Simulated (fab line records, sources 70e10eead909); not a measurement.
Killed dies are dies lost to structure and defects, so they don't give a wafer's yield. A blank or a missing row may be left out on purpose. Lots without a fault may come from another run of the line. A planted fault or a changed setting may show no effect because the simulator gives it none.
A struck lot beside a sound one | flow nand_harc | 15 steps out of a route of 1302
Sound: wafers L224.1, L224.3, L224.6. Struck: wafers L233.2, L233.3, L233.5. The cause comes at the end.
At each step with rows: each side's tool, then ch and its chambers, then its first start. Under that, the readings that differ: sound wafers | struck wafers | difference of the means | sigmas: that difference in standard deviations of wafers without a fault.
alike: readings whose means differ by less than 2 such deviations, and words and numbers that are the same on both sides. not compared: withheld readings, readings that some wafer has no value for, bounds like >300 that may hide the same value, and numbers for which the record gives no deviation and whose values overlap.
The two part at a step that has a row with sigmas, a row that says differs or no value, or rows on one side only. Numbers that don't overlap but have no deviation are shown without sigmas and don't part them. A reading that every wafer of one side lacks parts them only if that side has two wafers or more.

first, 1 step without rows for these wafers: NHARC_A_ONON_D1_DEP_00 (target thk 1000 nm).
NHARC_A_ONON_D1_THK_MEAS_02: measures by ellipsometry.
  sound on film_metro-01, day 7 16:51; struck on film_metro-02, day 11 17:15
  alike: thk_nm
then, 1 step without rows for these wafers: NHARC_A_ONON_D1_DEP_03 (target thk 1000 nm).
NHARC_A_ONON_D1_THK_MEAS_05: measures by ellipsometry.
  sound on film_metro-01, day 7 17:25; struck on film_metro-01, day 11 17:49
  alike: thk_nm
then, 1 step without rows for these wafers: NHARC_A_ONON_D1_DEP_06 (target thk 1000 nm).
NHARC_A_ONON_D1_THK_MEAS_08: measures by ellipsometry.
  sound on film_metro-01, day 7 17:59; struck on film_metro-01, day 11 18:23
  alike: thk_nm
then, 1 step without rows for these wafers: NHARC_A_ONON_D1_DEP_09 (target thk 1000 nm).
NHARC_A_ONON_D1_THK_MEAS_11: measures by ellipsometry.
  sound on film_metro-01, day 7 18:33; struck on film_metro-02, day 11 18:56
  alike: thk_nm
then, 1 step without rows for these wafers: NHARC_A_ONON_D1_DEP_12 (target thk 1000 nm).
NHARC_A_ONON_D1_THK_MEAS_14: measures by ellipsometry.
  sound on film_metro-01, day 7 19:07; struck on film_metro-01, day 11 19:31
  reading     | sound       | struck         | difference | sigmas
  thk_nm (nm) | 985 986 987 | 1012 1014 1014 | +27        | +3
then, 1 step without rows for these wafers: NHARC_A_ONON_D1_ANNEAL_15 (time 3600 s).
NHARC_A_ONON_D1_DEP_16: target thk 1000 nm.
  sound on pecvd_onon-03 ch 0, day 8 02:20; struck on pecvd_onon-03 ch 0, day 12 02:53
NHARC_A_ONON_D1_THK_MEAS_18: measures by ellipsometry.
  sound on film_metro-01, day 8 02:51; struck on film_metro-02, day 12 03:20
  reading     | sound          | struck      | difference | sigmas
  thk_nm (nm) | 1015 1017 1015 | 639 639 637 | -377       | -31
then, 1 step without rows for these wafers: NHARC_A_ONON_D1_DEP_19 (target thk 1000 nm).
-- the record jumps here: 16 days lie between the struck wafers' starts before and after (it left off in module A_ONON_D1 and takes up again in module END, whose first step shown is number 1302 of the route) --
NHARC_END_SORT_01:
  the record has rows for the struck wafers here (prober-02 ch 0, day 28 07:37) and none for the sound ones

WHERE THEY PART
First at NHARC_A_ONON_D1_THK_MEAS_14; last, within this record, at NHARC_END_SORT_01.

WHY: what the simulator had put in
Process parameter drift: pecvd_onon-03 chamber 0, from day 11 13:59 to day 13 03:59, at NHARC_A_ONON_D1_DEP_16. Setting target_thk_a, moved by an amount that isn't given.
